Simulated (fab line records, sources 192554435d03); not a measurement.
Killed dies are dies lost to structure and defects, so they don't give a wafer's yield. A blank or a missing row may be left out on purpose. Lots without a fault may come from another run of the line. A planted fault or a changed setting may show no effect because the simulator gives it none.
Which tool did it? | flow n5_finfet | 24 lots, 72 wafers sampled, at 1 step of a route of 1938

WHAT THE GAUGES READ, wafer by wafer
N5_BEOL_M6_CD_MEAS_18: pitch 80 nm, target cd 40 nm.
lot  | measured     | on        | cd_nm (nm)
L074 | day 8 04:29  | cd_sem-02 | 40.2 39.8 39.9
L075 | day 8 19:29  | cd_sem-01 | 40.0 40.0 40.4
L076 | day 9 04:56  | cd_sem-03 | 40.9 40.9 41.2
L077 | day 9 05:05  | cd_sem-02 | 40.0 39.5 40.2
L078 | day 9 20:56  | cd_sem-03 | 39.9 39.9 40.4
L080 | day 10 00:10 | cd_sem-03 | 39.8 39.8 39.7
L079 | day 10 00:14 | cd_sem-01 | 40.7 40.4 41.0
L081 | day 10 04:05 | cd_sem-02 | 40.6 39.8 40.7
L082 | day 11 00:40 | cd_sem-02 | 40.2 39.8 39.9
L083 | day 11 02:28 | cd_sem-03 | 39.3 39.8 39.5
L084 | day 11 06:18 | cd_sem-01 | 40.3 40.1 40.0
L085 | day 11 06:36 | cd_sem-03 | 40.4 39.9 40.3
L086 | day 11 10:25 | cd_sem-02 | 40.7 40.8 39.9
L087 | day 11 10:38 | cd_sem-03 | 40.4 40.1 40.2
L088 | day 12 05:22 | cd_sem-01 | 39.6 39.5 40.2
L089 | day 12 09:10 | cd_sem-03 | 40.8 40.9 40.8
L090 | day 12 13:41 | cd_sem-02 | 40.0 39.5 39.1
L091 | day 13 02:40 | cd_sem-03 | 39.8 40.1 40.4
L092 | day 13 15:29 | cd_sem-01 | 40.4 40.4 40.0
L095 | day 13 22:10 | cd_sem-01 | 40.4 40.4 40.8
L093 | day 14 02:34 | cd_sem-02 | 39.4 40.8 40.3
L097 | day 14 02:57 | cd_sem-01 | 40.0 39.7 39.9
L094 | day 14 05:34 | cd_sem-01 | 40.4 40.5 40.1
L096 | day 14 16:49 | cd_sem-01 | 40.9 40.1 40.7

WHICH TOOL RAN EACH LOT (tool, then ch and the chambers of the sampled wafers, then the start)
The record holds no process step before these readings.

WHAT THE TOOLS THEMSELVES READ (means of the sampled wafers that have a number; where no wafer has one, the mark that the record gives instead)
The record holds no such reading with a usual standard deviation.

THE ANSWER, worked out from the rows above alone
Rule: what is usual is taken from the lots themselves. Put in order of their means at a reading, lots are off if they are a third of the lots or fewer, leave a main group of 4 or more, and stand apart from it by a gap of 3 or more times the standard deviation of the main group's means; of several such gaps the widest counts. A main group whose means are all the same, to the digits that the tables above print for the reading, isn't used. A lot without any number at a reading at which 4 lots or more have one is off too. The other lots that the step has rows for count as sound. The gauges are gone through in route order, then the tools' own readings, and for those a lot's mean is taken as printed above. The first step at which some lot is off is used, and at that step the reading that is off furthest; a lot without a number counts as furthest.
No lot is off at any reading shown: from this, nothing can be told.

WHAT THE SIMULATOR HAD PUT IN
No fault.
